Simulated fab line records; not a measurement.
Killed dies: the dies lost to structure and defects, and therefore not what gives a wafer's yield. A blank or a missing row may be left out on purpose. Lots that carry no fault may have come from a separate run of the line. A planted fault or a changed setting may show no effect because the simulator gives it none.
Matching of chambers + flow nand-harc + NHARC_A_CONTACT_ETCH_90 on rie-diel-09: 4 sister chambers
The step etches the open film in CH3F/O2, target depth 40 nm, time 85.7 s. 14 wafers are shown with their chamber, then 7 later ones without.

== WAFERS PAIRED WITH THEIR CHAMBERS ==
| wafer  | chamber | drypump-motor-current-A (A) | showerhead-plenum-p-Torr (Torr) | rf-vpp-V (V) |
|--------|---------|-----------------------------|---------------------------------|--------------|
| L802.3 | 0       | 6.3                         | 2.55                            | 245.4        |
| L802.4 | 1       | 6.5                         | 2.40                            | 242.7        |
| L802.6 | 3       | 5.4                         | 2.54                            | 244.1        |
| L805.1 | 2       | 5.1                         | 2.42                            | 243.7        |
| L805.2 | 0       | 6.3                         | 2.54                            | 246.3        |
| L805.4 | 3       | 5.5                         | 2.54                            | 246.1        |
| L807.1 | 2       | 5.1                         | 2.41                            | 242.1        |
| L807.3 | 1       | 6.5                         | 2.40                            | 242.8        |
| L807.5 | 1       | 6.5                         | 2.40                            | 242.5        |
| L819.2 | 0       | 6.4                         | 2.54                            | 246.1        |
| L819.3 | 2       | 5.1                         | 2.41                            | 243.4        |
| L819.5 | 3       | 5.5                         | 2.53                            | 244.5        |
| L821.4 | 0       | 6.4                         | 2.54                            | 244.8        |
| L821.5 | 2       | 5.1                         | 2.41                            | 244.4        |

SIGNATURES, as means of the wafers listed above
| reading                  | chamber 0 | chamber 1 | chamber 2 | chamber 3 | scatter within a chamber |
|--------------------------|-----------|-----------|-----------|-----------|--------------------------|
| drypump-motor-current-A  | 6.350     | 6.500     | 5.100     | 5.467     | 0.0408                   |
| showerhead-plenum-p-Torr | 2.5425    | 2.4000    | 2.4125    | 2.5367    | 0.00465                  |
| rf-vpp-V                 | 245.650   | 242.667   | 243.400   | 244.900   | 0.805                    |
Rule: for a wafer and a chamber, the distance is found by dividing, reading by reading, the gap between the wafer's reading and the chamber's mean by the reading's scatter, squaring, summing and taking the root. If the next closest chamber is less than 2 further off than the closest, the wafer can't be placed; otherwise it belongs to the closest. The scatter: take each reading less its chamber's mean, square it, sum over the shown wafers, divide by the number of wafers less the number of chambers, and take the root.

== WAFERS WHOSE CHAMBER IS MISSING ==
| wafer  | drypump-motor-current-A (A) | showerhead-plenum-p-Torr (Torr) | rf-vpp-V (V) |
|--------|-----------------------------|---------------------------------|--------------|
| L821.6 | 6.5                         | 2.39                            | 243.0        |
| L824.2 | 6.6                         | 2.39                            | 243.6        |
| L824.5 | 5.4                         | 2.53                            | 246.0        |
| L824.6 | 6.4                         | 2.53                            | 245.1        |
| L825.1 | 6.4                         | 2.53                            | 244.8        |
| L825.2 | 5.4                         | 2.53                            | 245.5        |
| L825.5 | 6.5                         | 2.39                            | 243.7        |

== THE CHAMBER EACH PASSED THROUGH ==
| wafer  | from the rows above | in truth |
|--------|---------------------|----------|
| L821.6 | 1                   | 1        |
| L824.2 | 1                   | 1        |
| L824.5 | 3                   | 3        |
| L824.6 | 0                   | 0        |
| L825.1 | 0                   | 0        |
| L825.2 | 3                   | 3        |
| L825.5 | 1                   | 1        |
Correct placement for 7 of the 7. Left unplaced by these rows: 0. Number placed wrongly: 0.
